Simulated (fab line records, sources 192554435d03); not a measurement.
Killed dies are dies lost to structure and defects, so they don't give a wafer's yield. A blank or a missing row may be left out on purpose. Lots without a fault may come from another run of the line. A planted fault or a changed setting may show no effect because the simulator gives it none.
fab line records | flow n5_finfet
record lots=12 wafers=34 last_day=17
route steps=1938 shown BEOL_M0_SAQP@652 PASSIVATION@1936
lots that met no fault: from a run of the same line without faults
start_h: hours from the record's first day to the start of the lot's first wafer shown | wait_h: hours since the lot's step before | " the same as in the row above | L1.1+2: a row that stands for several wafers | - no value, or no start given | * or withheld: withheld | < > ~ a bound
route shown NAME@n: a module of which the file shows steps, and the number in the route of the first | usual: mean/standard deviation of fault-free wafers | same: alike in all rows | chamber/n: place in a boat | sites: the reading at each site | _std_site: their standard deviation | _edge_site: outer sites' mean less inner sites' | radius_mm: how far each site lies from the wafer's centre | mask NAME#n: copy n | behind: the tool/chamber that last shaped the wafer | hold: why the lot was held/for how many hours/how that ended | device: the transistor (n, p or np) that didn't switch | end of line: the same wafers' tests at the end of the route | a step without rows: its recipe alone | killed: dies lost to structure and defects at the first sort, not the wafer's yield | map: a wafer's dies, x killed, . not, _ none there
set.NAME: the setting as run; set.NAME@STEP: as run at that earlier step | model.NAME: the simulator's own value behind a step, which no gauge read
steps of the route over a sample of lots; a table a step, a row a wafer
services: from which hour (start_h, from the record's first day; less than 0 if before it) a tool's chamber was out of use, for how many hours, and why
## steps
# step N5_BEOL_M0_SAQP_DESCUM_19
# recipe chemistry=O2 time_s=7.9 source_power_w=50 bias_power_w=20 pressure_mtorr=20 rf_frequency_hz=2.712e+07 temp_c=40 resist=CAR-ArF o2_flow_sccm=225
# usual drypump_motor_current_A=5.8/0.46 oes_product_au=0.75/0.067 rf_vpp_V=243.1/1.5 showerhead_plenum_p_Torr=2.09/0.066 throttle_valve_pct=20.45/0.18
# columns lot.wafer tool chamber start_h wait_h drypump_motor_current_A oes_product_au rf_hours_counter_h rf_vpp_V showerhead_plenum_p_Torr throttle_valve_pct
L726.3 rie_diel-01 1 111.31 0.3 6.5 0.96 19 243.8 2.14 20.23
L726.5 " 2 " " 6.0 0.73 - 245.2 2.15 20.41
L727.1 rie_diel-01 1 121.80 0.3 6.5 0.95 23 244.0 2.14 20.23
L727.2 " 2 " " 5.9 0.73 167 245.1 2.15 20.42
L727.5 " 0 " " 6.1 0.79 - 242.0 2.04 20.75
L728.1 rie_diel-05 2 127.67 0.0 5.6 0.73 196 244.0 2.16 20.33
L728.2 " 3 " " 5.6 0.73 202 243.5 2.17 20.54
L728.3 " 1 " " 5.7 0.73 159 241.8 2.01 20.86
L730.1 rie_diel-05 2 151.61 0.0 5.6 0.73 203 244.2 2.15 20.34
L730.4 " 1 " " 5.7 0.72 165 240.5 2.01 20.88
L730.6 " 1 " " 5.7 0.73 - 240.8 2.01 20.86
L732.1 rie_diel-02 3 154.71 0.0 5.9 0.70 190 242.1 2.00 20.50
L732.2 " 0 " " 5.7 0.74 154 242.5 2.09 20.28
L732.3 " 1 " " 6.1 0.72 185 245.3 2.17 20.48
L735.3 rie_diel-01 1 169.81 0.0 6.5 0.90 38 243.9 2.13 20.25
L735.6 " 0 " " 6.0 0.77 - 240.9 2.03 20.77
L736.1 rie_diel-05 3 172.78 0.2 5.6 0.72 215 244.3 2.17 20.56
L736.2 " 0 " " 5.8 0.84 72 244.3 2.20 20.39
L736.5 " 2 " " 5.6 0.72 - 243.6 2.15 20.35
L737.1 rie_diel-02 0 182.26 0.0 5.7 0.74 165 243.3 2.09 20.32
L737.3 " 3 " " 5.9 0.69 200 241.5 2.00 20.53
L737.4 " 2 " " 5.0 0.73 188 242.3 2.06 20.22
L740.2 rie_diel-02 1 199.84 0.2 6.2 0.71 196 243.7 2.17 20.47
L740.3 " 0 " " 5.7 0.73 170 243.6 2.09 20.31
L740.6 " 1 " " 6.2 0.71 - 244.2 2.17 20.49
L744.1 rie_diel-02 2 234.13 0.0 5.0 0.73 202 243.7 2.06 20.23
L744.3 " 3 " " 5.9 0.68 216 239.7 1.99 20.56
L744.5 " 3 " " 5.9 0.69 - 241.6 1.99 20.54
L746.2 rie_diel-02 2 236.45 0.0 5.0 0.72 202 241.2 2.06 20.23
L746.3 " 0 " " 5.8 0.71 181 243.5 2.08 20.33
L746.5 " 2 " " 4.9 0.72 - 242.9 2.06 20.25
L748.2 rie_diel-02 1 248.37 0.0 6.2 0.70 209 245.2 2.16 20.51
L748.3 " 2 " " 5.0 0.72 206 243.0 2.06 20.27
L748.6 " 0 " " 5.8 0.72 - 245.0 2.08 20.34
# step N5_BEOL_M0_SAQP_RECESS_114
# recipe chemistry=HF/NH3 target=SiO2 target_depth_a=144 afs_cycles=3 temp_c=30 sublimation_temp_c=180 sublimation_time_s=60
# usual drypump_motor_current_A=5.45/0.2 sublimation_temp_c=179.96/0.17
# same afs_cycles=3
# columns lot.wafer tool chamber start_h wait_h drypump_motor_current_A sublimation_temp_c
L726.3 vapor_etch-01 0 112.06 0.1 5.25 180.07
L726.5 " 0 " " 5.25 180.19
L727.1 vapor_etch-01 0 122.31 0.0 5.26 180.17
L727.2 " 1 " " 5.47 179.71
L727.5 " 0 " " 5.27 180.00
L728.1 vapor_etch-01 0 128.21 0.0 5.24 180.03
L728.2 " 1 " " 5.48 179.65
L728.3 " 1 " " 5.48 179.94
L730.1 vapor_etch-01 0 152.15 0.1 5.23 180.25
L730.4 " 0 " " 5.24 180.07
L730.6 " 0 " " 5.25 180.14
L732.1 vapor_etch-01 0 155.26 0.0 5.24 179.75
L732.2 " 1 " " 5.46 179.76
L732.3 " 0 " " 5.26 180.14
L735.3 vapor_etch-02 1 170.56 0.3 5.36 180.40
L735.6 " 1 " " 5.39 180.18
L736.1 vapor_etch-01 0 173.64 0.4 5.25 180.15
L736.2 " 1 " " 5.52 179.65
L736.5 " 1 " " 5.50 179.94
L737.1 vapor_etch-01 1 182.76 0.0 5.47 179.95
L737.3 " 1 " " 5.49 180.04
L737.4 " 1 " " 5.52 180.08
L740.2 vapor_etch-01 1 200.46 0.1 5.46 180.08
L740.3 " 1 " " 5.48 180.15
L740.6 " 1 " " 5.48 179.93
L744.1 vapor_etch-02 0 234.64 0.0 6.02 180.11
L744.3 " 0 " " 6.01 180.05
L744.5 " 0 " " 6.02 180.06
L746.2 vapor_etch-02 0 236.96 0.0 6.04 180.01
L746.3 " 1 " " 5.38 180.04
L746.5 " 0 " " 6.03 180.17
L748.2 vapor_etch-02 1 248.87 0.0 5.37 180.20
L748.3 " 1 " " 5.39 179.92
L748.6 " 1 " " 5.37 179.96
# step N5_BEOL_M0_SAQP_ETCH_101
# recipe chemistry=CH3F/O2 target=SiNx mask_material=SiO2 target_depth_a=299 time_s=42.7 pressure_mtorr=30 source_w=395 bias_w=73 Ar_flow_sccm=150 CH3F_flow_sccm=30 O2_flow_sccm=20 ion_energy_ev=120
# usual drypump_motor_current_A=5.7/0.43 mfc_ar_sccm=150.0/0.41 oes_product_au=0.74/0.056 rf_vpp_V=299/5.9 showerhead_plenum_p_Torr=2.00/0.073 throttle_valve_pct=16.44/0.17
# columns lot.wafer tool chamber start_h wait_h drypump_motor_current_A mfc_ar_sccm oes_product_au rf_hours_counter_h rf_vpp_V showerhead_plenum_p_Torr throttle_valve_pct
L726.3 rie_diel-05 2 113.23 0.2 5.6 150.1 0.72 193 289 2.08 16.44
L726.5 " 2 " " 5.6 149.7 0.73 - 288 2.08 16.44
L727.1 rie_diel-01 0 123.68 0.0 6.0 149.9 0.79 132 296 1.92 16.50
L727.2 " 1 " " 6.5 150.8 0.93 23 295 2.03 16.08
L727.5 " 2 " " 6.0 149.4 0.74 - 310 2.08 16.55
L728.1 rie_diel-02 2 129.31 0.0 4.9 149.7 0.74 172 300 1.98 16.22
L728.2 " 1 " " 6.2 149.9 0.74 178 298 2.08 16.40
L728.3 " 3 " " 5.9 149.3 0.70 183 296 1.91 16.42
L730.1 rie_diel-02 3 153.25 0.0 5.9 149.4 0.69 190 296 1.90 16.41
L730.4 " 2 " " 5.0 150.3 0.74 179 299 1.98 16.25
L730.6 " 3 " " 5.9 149.7 0.70 - 297 1.90 16.42
L732.1 rie_diel-05 2 156.35 0.0 5.6 150.8 0.72 204 287 2.08 16.45
L732.2 " 0 " " 5.8 150.4 0.86 66 310 2.11 16.37
L732.3 " 3 " " 5.6 150.0 0.72 209 302 2.07 16.47
L735.3 rie_diel-01 2 172.26 0.0 5.9 149.9 0.73 183 308 2.08 16.59
L735.6 " 0 " " 6.0 150.2 0.78 - 295 1.92 16.54
L736.1 rie_diel-05 2 175.03 0.1 5.6 149.9 0.72 211 289 2.07 16.48
L736.2 " 1 " " 5.7 149.8 0.71 173 302 1.92 16.80
L736.5 " 1 " " 5.7 149.7 0.72 - 301 1.92 16.81
L737.1 rie_diel-01 1 184.22 0.0 6.5 150.4 0.88 43 298 2.02 16.12
L737.3 " 2 " " 6.0 150.2 0.72 187 310 2.08 16.61
L737.4 " 1 " " 6.5 149.9 0.87 - 296 2.02 16.13
L740.2 rie_diel-05 3 201.90 0.0 5.6 149.8 0.71 225 302 2.07 16.50
L740.3 " 1 " " 5.7 150.3 0.71 181 301 1.92 16.79
L740.6 " 2 " " 5.6 150.4 0.71 - 288 2.07 16.49
L744.1 rie_diel-02 0 235.75 0.0 5.7 149.9 0.72 181 296 1.99 16.29
L744.3 " 1 " " 6.2 150.7 0.71 206 298 2.07 16.45
L744.5 " 1 " " 6.2 150.5 0.71 - 296 2.07 16.48
L746.2 rie_diel-05 0 238.56 0.0 5.9 150.1 0.82 91 310 2.11 16.42
L746.3 " 2 " " 5.6 150.1 0.69 229 286 2.07 16.50
L746.5 " 2 " " 5.6 149.7 0.70 - 286 2.07 16.51
L748.2 rie_diel-01 0 249.97 0.0 6.0 150.0 0.76 169 296 1.91 16.57
L748.3 " 3 " " 5.0 149.8 0.70 215 298 1.91 16.45
L748.6 " 0 " " 6.0 150.1 0.76 - 297 1.91 16.58
# step N5_BEOL_M0_SAQP_COAT_34
# recipe resist=CAR-EUV spin_rpm=1500 resist_thk_nm=30
# usual spin_speed_rpm=1499.9/1
# columns lot.wafer tool chamber start_h wait_h spin_speed_rpm
L726.3 litho_track-03 0 117.14 - 1501.8
L726.5 " 0 " " 1501.0
L727.1 litho_track-05 0 125.44 - 1499.5
L727.2 " 0 " " 1500.0
L727.5 " 0 " " 1498.9
L728.1 litho_track-02 0 131.55 - 1501.8
L728.2 " 0 " " 1499.4
L728.3 " 0 " " 1501.5
L730.1 litho_track-03 0 155.21 - 1499.4
L730.4 " 0 " " 1500.0
L730.6 " 0 " " 1498.5
L732.1 litho_track-05 0 158.48 - 1498.9
L732.2 " 0 " " 1498.7
L732.3 " 0 " " 1498.5
L735.3 litho_track-02 0 174.48 - 1502.9
L735.6 " 0 " " 1500.3
L736.1 litho_track-03 0 177.29 - 1500.0
L736.2 " 0 " " 1498.7
L736.5 " 0 " " 1499.8
L737.1 litho_track-05 0 187.41 - 1499.2
L737.3 " 0 " " 1499.2
L737.4 " 0 " " 1498.8
L740.2 litho_track-02 0 204.71 - 1670.4
L740.3 " 0 " " 1668.8
L740.6 " 0 " " 1670.0
L744.1 litho_track-02 0 237.58 - 1671.8
L744.3 " 0 " " 1671.1
L744.5 " 0 " " 1668.9
L746.2 litho_track-05 0 240.35 - 1500.4
L746.3 " 0 " " 1498.7
L746.5 " 0 " " 1499.2
L748.2 litho_track-05 0 251.89 - 1501.2
L748.3 " 0 " " 1500.0
L748.6 " 0 " " 1500.3
# step N5_PASSIVATION_PROBE_49
# usual defect_limited_yield=91.0/1.3 killed_at_M0_to_M3=36/9.5 killed_at_M4_up=14/5.6 killed_at_contacts=12/6.4 killed_at_front_end=40/10 killed_at_other=3.2/3 killed_dies=107/15 killed_on_rim=15/4.5 killed_open=69/12 killed_short=35/7.7 sort_bin_5_function=5.3/0.91 sort_bin_6_memory=3.3/0.65 sort_bin_8_speed=0.00/0.012 sort_n_pass=1073/15 sort_yield_pct=91.0/1.3
# same gross_dies=1180 killed_at_back_side=0 sort_bin_4_leakage[%]=0
# columns lot.wafer tool chamber start_h wait_h defect_limited_yield[%] killed_at_M0_to_M3 killed_at_M4_up killed_at_contacts killed_at_front_end killed_at_other killed_dies killed_on_rim killed_open killed_short sort_bin_5_function[%] sort_bin_6_memory[%] sort_bin_8_speed[%] sort_n_pass sort_yield_pct[%]
L726.3 prober-01 - 273.09 0.1 91.6 46 12 6 35 0 99 17 63 36 5.8 2.3 0 1081 91.6
L726.5 prober-01 - 273.19 0.2 91.2 42 11 14 34 3 104 23 74 24 5.0 3.3 0 1076 91.2
L727.1 prober-02 - 275.74 0.0 88.9 53 12 27 36 3 131 23 79 44 6.5 3.9 0 1049 88.9
L727.2 prober-02 - 275.79 0.1 91.4 38 17 10 35 1 101 9 67 32 4.7 3.6 0 1079 91.4
L727.5 prober-02 - 275.94 0.2 92.3 31 8 12 38 2 91 8 61 29 5.2 2.3 0 1089 92.3
L728.1 prober-01 - 293.49 0.0 92.5 38 8 10 33 0 89 10 56 32 4.7 2.8 0 1091 92.5
L728.2 prober-01 - 293.54 0.1 89.7 55 10 11 44 2 122 16 72 48 6.5 3.6 0 1058 89.7
L728.3 prober-01 - 293.59 0.1 89.9 48 9 24 33 5 119 16 72 47 5.2 4.3 0 1061 89.9
L732.1 prober-01 - 309.29 0.0 93.0 33 10 3 30 7 83 14 55 28 3.9 2.7 0 1097 93.0
L732.2 prober-01 - 309.34 0.1 91.2 35 12 11 44 2 104 12 69 30 5.0 3.0 0 1076 91.2
L732.3 prober-01 - 309.39 0.1 92.7 19 13 13 40 1 86 7 61 24 3.9 3.2 0 1094 92.7
L730.1 prober-02 - 310.45 0.0 90.5 44 11 7 48 2 112 13 72 38 6.1 3.1 0 1068 90.5
L730.4 prober-02 - 310.60 0.2 91.6 40 11 3 44 1 99 15 57 41 4.5 3.4 0 1081 91.6
L730.6 prober-02 - 310.70 0.3 88.2 54 12 7 63 3 139 14 79 53 6.6 4.4 0 1041 88.2
L735.3 prober-01 - 346.37 0.1 92.0 22 19 10 38 5 94 18 60 30 4.7 2.6 0 1086 92.0
L735.6 prober-01 - 346.52 0.3 91.2 25 13 15 45 6 104 19 68 32 4.8 3.6 0 1076 91.2
L737.1 prober-02 - 347.34 0.0 93.6 19 9 8 36 3 75 10 33 40 3.5 2.3 0 1105 93.6
L737.3 prober-02 - 347.44 0.1 92.9 33 13 8 27 3 84 9 54 29 3.7 3.0 0 1096 92.9
L737.4 prober-02 - 347.49 0.2 92.4 23 9 7 43 8 90 10 50 32 3.8 3.1 0 1090 92.4
L736.1 prober-01 - 354.68 0.0 91.1 28 12 8 51 6 105 13 63 38 4.7 3.6 0 1075 91.1
L736.2 prober-01 - 354.73 0.1 93.3 24 9 12 32 2 79 9 39 40 4.1 2.3 0 1101 93.3
L736.5 prober-01 - 354.88 0.2 90.2 40 5 12 56 3 116 17 71 43 5.5 4.0 0 1064 90.2
L740.2 prober-02 - 385.79 0.1 90.3 37 21 6 37 13 114 14 73 41 5.8 3.3 0 1066 90.3
L740.3 prober-02 - 385.84 0.1 90.4 44 24 5 29 11 113 16 80 33 5.3 4.0 0 1067 90.4
L740.6 prober-02 - 385.99 0.3 91.4 35 14 13 37 3 102 14 51 50 4.7 3.4 0.08 1077 91.3
L746.2 prober-01 - 403.38 0.1 91.4 31 24 6 39 2 102 13 77 24 4.6 3.9 0 1078 91.4
L746.3 prober-01 - 403.43 0.1 92.2 36 10 12 25 9 92 13 63 25 4.5 3.1 0 1088 92.2
L746.5 prober-01 - 403.53 0.2 90.4 40 15 27 29 2 113 16 78 33 5.9 3.2 0 1067 90.4
L748.2 prober-01 - 410.05 0.1 91.1 38 22 26 18 1 105 12 76 29 5.9 2.8 0 1075 91.1
L748.3 prober-01 - 410.10 0.1 91.4 24 26 15 35 1 101 13 77 24 5.1 3.4 0 1079 91.4
L748.6 prober-01 - 410.25 0.3 91.2 29 21 19 33 2 104 14 78 25 6.1 2.5 0 1076 91.2
# killed by level:class
L726.3 BEOL_M0_SAQP:geometric_particle:short=15 FIN_SAQP:geometric_particle:open=11 STI_FIN_REVEAL:geometric_particle:open=9 BEOL_M0_SAQP:geometric_particle:open=8 BEOL_M3:geometric_particle:open=7 FIN_SAQP:geometric_particle:short=6 MOL_CONTACT_COAG:geometric_particle:open=6 BEOL_M1:geometric_particle:open=5
L726.5 MOL_CONTACT_COAG:geometric_particle:open=13 STI_FIN_REVEAL:geometric_particle:open=11 BEOL_M0_SAQP:geometric_particle:open=11 BEOL_M1:geometric_particle:open=9 BEOL_M0_SAQP:geometric_particle:short=8 BEOL_M2:geometric_particle:open=6 HKMG_FIN:area_etch=5 BEOL_M0:geometric_particle:open=4
L727.1 MOL_CONTACT_COAG:geometric_particle:open=21 BEOL_M2:geometric_particle:open=12 BEOL_M3:geometric_particle:open=10 BEOL_M1:geometric_particle:open=8 FIN_SAQP:geometric_particle:short=7 BEOL_M0_SAQP:geometric_particle:short=7 MOL_CONTACT_COAG:geometric_particle:short=6 BEOL_M0_SAQP:geometric_particle:open=6
L727.2 BEOL_M3:geometric_particle:open=12 FIN_SAQP:geometric_particle:open=10 BEOL_M1:geometric_particle:open=10 MOL_CONTACT_COAG:geometric_particle:open=9 FIN_SAQP:geometric_particle:short=7 BEOL_M4:geometric_particle:open=7 GATE_CUT:geometric_particle:short=5 DUMMY_GATE:geometric_particle:open=4
L727.5 MOL_CONTACT_COAG:geometric_particle:open=9 GATE_CUT:geometric_particle:open=8 BEOL_M1:geometric_particle:open=7 FIN_SAQP:geometric_particle:short=5 FIN_SAQP:geometric_particle:open=5 STI_FIN_REVEAL:geometric_particle:open=5 BEOL_M0_SAQP:geometric_particle:short=5 BEOL_M3:geometric_particle:open=5
L728.1 FIN_SAQP:geometric_particle:short=11 MOL_CONTACT_COAG:geometric_particle:open=7 BEOL_M0_SAQP:geometric_particle:open=7 BEOL_M3:geometric_particle:open=7 GATE_CUT:geometric_particle:open=6 BEOL_M2:geometric_particle:open=6 STI_FIN_REVEAL:geometric_particle:open=5 BEOL_M0_SAQP:geometric_particle:short=5
L728.2 BEOL_M0_SAQP:geometric_particle:short=17 BEOL_M0_SAQP:geometric_particle:open=13 MOL_CONTACT_COAG:geometric_particle:open=9 BEOL_M3:geometric_particle:open=9 STI_FIN_REVEAL:geometric_particle:open=8 FIN_SAQP:geometric_particle:short=7 GATE_CUT:geometric_particle:short=7 FIN_SAQP:geometric_particle:open=6
L728.3 MOL_CONTACT_COAG:geometric_particle:open=19 BEOL_M2:geometric_particle:open=15 BEOL_M0_SAQP:geometric_particle:short=9 FIN_SAQP:geometric_particle:open=8 BEOL_M0_SAQP:geometric_particle:open=6 STI_FIN_REVEAL:geometric_particle:open=5 MOL_CONTACT_COAG:geometric_particle:short=5 FIN_SAQP:geometric_particle:short=4
L732.1 BEOL_M3:geometric_particle:open=12 BEOL_M0_SAQP:geometric_particle:short=10 FIN_SAQP:geometric_particle:short=6 BEOL_M4:geometric_particle:open=6 BEOL_M0_SAQP:geometric_particle:open=5 FIN_SAQP:geometric_particle:open=4 STI_FIN_REVEAL:geometric_particle:open=4 STARTING-WAFER:geometric_particle:open=4
L732.2 BEOL_M0_SAQP:geometric_particle:open=12 MOL_CONTACT_COAG:geometric_particle:open=10 BEOL_M3:geometric_particle:open=10 FIN_SAQP:geometric_particle:open=8 FIN_SAQP:geometric_particle:short=7 BEOL_M4:geometric_particle:open=7 BEOL_M0_SAQP:geometric_particle:short=6 STI_FIN_REVEAL:geometric_particle:open=5
L732.3 FIN_SAQP:geometric_particle:open=12 MOL_CONTACT_COAG:geometric_particle:open=10 FIN_SAQP:geometric_particle:short=7 BEOL_M4:geometric_particle:open=7 DUMMY_GATE:geometric_particle:open=5 SPACER0:geometric_particle:short=5 BEOL_M0_SAQP:geometric_particle:open=5 STI_FIN_REVEAL:geometric_particle:open=4
L730.1 BEOL_M0_SAQP:geometric_particle:open=9 FIN_SAQP:geometric_particle:open=8 BEOL_M0_SAQP:geometric_particle:short=8 BEOL_M1:geometric_particle:open=8 FIN_SAQP:geometric_particle:short=7 BEOL_M4:geometric_particle:open=7 STI_FIN_REVEAL:geometric_particle:open=6 SPACER0:geometric_particle:short=6
L730.4 BEOL_M1:geometric_particle:open=11 BEOL_M0_SAQP:geometric_particle:open=9 DUMMY_GATE:geometric_particle:short=6 GATE_CUT:geometric_particle:short=6 FIN_SAQP:geometric_particle:short=5 BEOL_M0_SAQP:geometric_particle:short=5 BEOL_M3:geometric_particle:open=5 FIN_SAQP:geometric_particle:open=4
L730.6 BEOL_M0_SAQP:geometric_particle:short=18 STI_FIN_REVEAL:geometric_particle:open=15 BEOL_M0_SAQP:geometric_particle:open=10 FIN_SAQP:geometric_particle:open=9 FIN_SAQP:geometric_particle:short=8 DUMMY_GATE:geometric_particle:open=7 BEOL_M2:geometric_particle:open=7 BEOL_M1:geometric_particle:open=6
L735.3 BEOL_M4:geometric_particle:open=9 MOL_CONTACT_COAG:geometric_particle:open=7 BEOL_M0_SAQP:geometric_particle:open=7 FIN_SAQP:geometric_particle:short=6 STI_FIN_REVEAL:geometric_particle:open=5 FIN_SAQP:geometric_particle:open=4 GATE_CUT:geometric_particle:short=4 BEOL_M0_SAQP:geometric_particle:short=4
L735.6 MOL_CONTACT_COAG:geometric_particle:open=13 STI_FIN_REVEAL:geometric_particle:open=10 BEOL_M1:geometric_particle:open=8 FIN_SAQP:geometric_particle:open=5 FIN_SAQP:geometric_particle:short=5 BEOL_M0_SAQP:geometric_particle:short=5 GATE_CUT:geometric_particle:short=5 BEOL_M2:geometric_particle:open=5
L737.1 FIN_SAQP:geometric_particle:short=9 FIN_SAQP:geometric_particle:open=6 MOL_CONTACT_COAG:geometric_particle:open=6 BEOL_M0_SAQP:geometric_particle:short=5 BEOL_M1:geometric_particle:short=5 BEOL_M0_SAQP:geometric_particle:open=4 GATE_CUT:geometric_particle:short=3 ILD0:geometric_particle:open=3
L737.3 BEOL_M0_SAQP:geometric_particle:short=14 BEOL_M0_SAQP:geometric_particle:open=9 FIN_SAQP:geometric_particle:open=8 MOL_CONTACT_COAG:geometric_particle:open=8 BEOL_M1:geometric_particle:open=7 FIN_SAQP:geometric_particle:short=4 BEOL_M4:geometric_particle:open=4 BEOL_M3:geometric_particle:open=3
L737.4 FIN_SAQP:geometric_particle:short=15 HKMG_FIN:area_etch=7 MOL_CONTACT_COAG:geometric_particle:open=6 BEOL_M1:geometric_particle:open=6 BEOL_M3:geometric_particle:open=6 GATE_CUT:geometric_particle:open=5 BEOL_M4:geometric_particle:open=5 GATE_CUT:geometric_particle:short=4
L736.1 STI_FIN_REVEAL:geometric_particle:open=14 BEOL_M0_SAQP:geometric_particle:short=9 FIN_SAQP:geometric_particle:short=8 FIN_SAQP:geometric_particle:open=7 BEOL_M0_SAQP:geometric_particle:open=7 STI_FIN_REVEAL:geometric_particle:short=5 MOL_CONTACT_COAG:geometric_particle:open=5 BEOL_M3:geometric_particle:open=4
L736.2 MOL_CONTACT_COAG:geometric_particle:open=9 FIN_SAQP:geometric_particle:short=8 STI_FIN_REVEAL:geometric_particle:open=5 GATE_CUT:geometric_particle:short=5 BEOL_M0_SAQP:geometric_particle:short=5 DUMMY_GATE:geometric_particle:open=4 BEOL_M0_SAQP:geometric_particle:open=4 BEOL_M2:geometric_particle:open=4
L736.5 BEOL_M0_SAQP:geometric_particle:open=14 FIN_SAQP:geometric_particle:short=11 MOL_CONTACT_COAG:geometric_particle:open=10 GATE_CUT:geometric_particle:short=9 BEOL_M0_SAQP:geometric_particle:short=9 BEOL_M3:geometric_particle:open=8 FIN_SAQP:geometric_particle:open=7 STI_FIN_REVEAL:geometric_particle:open=7
L740.2 BEOL_M4:geometric_particle:open=9 DUMMY_GATE:geometric_particle:open=8 STI_FIN_REVEAL:geometric_particle:open=7 BEOL_M0_SAQP:geometric_particle:open=7 BEOL_M0_SAQP:geometric_particle:short=7 BEOL_M3:geometric_particle:open=7 MIM_TOP_ETCH:geometric_particle:open=6 FIN_SAQP:geometric_particle:open=5
L740.3 BEOL_M4:geometric_particle:open=13 BEOL_M0_SAQP:geometric_particle:short=10 BEOL_M2:geometric_particle:open=10 STI_FIN_REVEAL:geometric_particle:open=6 BEOL_M0_SAQP:geometric_particle:open=6 BEOL_M1:geometric_particle:open=6 FIN_SAQP:geometric_particle:open=4 MOL_CONTACT_COAG:geometric_particle:open=4
L740.6 FIN_SAQP:geometric_particle:short=19 BEOL_M0_SAQP:geometric_particle:short=10 BEOL_M0_SAQP:geometric_particle:open=9 MOL_CONTACT_COAG:geometric_particle:open=8 BEOL_M4:geometric_particle:open=7 STI_FIN_REVEAL:geometric_particle:open=5 GATE_CUT:geometric_particle:short=5 MOL_CONTACT_COAG:geometric_particle:short=5
L746.2 BEOL_M2:geometric_particle:open=14 BEOL_M4:geometric_particle:open=14 DUMMY_GATE:geometric_particle:open=11 FIN_SAQP:geometric_particle:open=6 MOL_CONTACT_COAG:geometric_particle:open=5 BEOL_M3:geometric_particle:open=5 FIN_SAQP:geometric_particle:short=4 STARTING-WAFER:geometric_particle:short=4
L746.3 BEOL_M3:geometric_particle:open=14 MOL_CONTACT_COAG:geometric_particle:open=9 BEOL_M0:geometric_particle:open=5 STI_FIN_REVEAL:geometric_particle:open=4 DUMMY_GATE:geometric_particle:open=4 BEOL_M0_SAQP:geometric_particle:open=4 BEOL_M0_SAQP:geometric_particle:short=4 BEOL_M2:geometric_particle:open=4
L746.5 MOL_CONTACT_COAG:geometric_particle:open=21 BEOL_M0_SAQP:geometric_particle:open=7 BEOL_M1:geometric_particle:open=7 BEOL_M2:geometric_particle:short=7 BEOL_M4:geometric_particle:open=7 STI_FIN_REVEAL:geometric_particle:open=6 MOL_CONTACT_COAG:geometric_particle:short=6 BEOL_M3:geometric_particle:open=6
L748.2 MOL_CONTACT_COAG:geometric_particle:open=22 BEOL_M4:geometric_particle:open=16 BEOL_M1:geometric_particle:open=11 BEOL_M2:geometric_particle:open=10 BEOL_M1:geometric_particle:short=5 MOL_CONTACT_COAG:geometric_particle:short=4 STI_FIN_REVEAL:geometric_particle:open=3 BEOL_M0_SAQP:geometric_particle:short=3
L748.3 BEOL_M4:geometric_particle:open=15 MOL_CONTACT_COAG:geometric_particle:open=13 FIN_SAQP:geometric_particle:open=7 BEOL_M2:geometric_particle:open=6 DUMMY_GATE:geometric_particle:open=5 BEOL_M3:geometric_particle:open=5 ILD0:geometric_particle:short=4 GATE_CUT:geometric_particle:short=4
L748.6 MOL_CONTACT_COAG:geometric_particle:open=17 BEOL_M4:geometric_particle:open=11 FIN_SAQP:geometric_particle:open=9 BEOL_M0_SAQP:geometric_particle:short=7 DUMMY_GATE:geometric_particle:open=6 STI_FIN_REVEAL:geometric_particle:open=4 BEOL_M0_SAQP:geometric_particle:open=4 BEOL_M2:geometric_particle:open=4
## services
# columns tool chamber start_h hours kind
rie_diel-05 1 91.99 2.6 repair
rie_diel-02 1 92.88 3.0 repair
vapor_etch-01 - 108.14 0.2 repair
rie_diel-02 1 113.71 14.4 repair
litho_track-02 - 142.92 - consumable_replace:filter
litho_track-02 - 149.31 - consumable_replace:filter
rie_diel-02 1 163.00 10.2 repair
vapor_etch-01 0 175.07 55.8 repair
rie_diel-05 1 177.64 1.4 repair
rie_diel-01 0 181.02 4.1 repair
litho_track-03 - 187.05 - consumable_replace:filter
vapor_etch-02 1 207.26 21.6 repair
## key
first_sign step=N5_BEOL_M0_SAQP_COAT_34 reading=spin_speed_rpm direction=up sigmas=99+ usual=* struck=*
effect none on later readings
met_at N5_BEOL_M0_SAQP_COAT_34
struck_lots L740,L744
rows_end L744.1,L744.3,L744.5
not_acting_at N5_BEOL_M0_SAQP_DESCUM_19,N5_BEOL_M0_SAQP_RECESS_114,N5_BEOL_M0_SAQP_ETCH_101
onset_between 174.48 204.71
fault kind=process_parameter_drift tool=litho_track-02 chamber=- onset_h=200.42 steps=N5_BEOL_M0_SAQP_COAT_34 channel=spin_rpm offset=* shape=step acts_in=* stated=*
# rows_end: these wafers met a further fault down the route, and their rows from its step on are left out
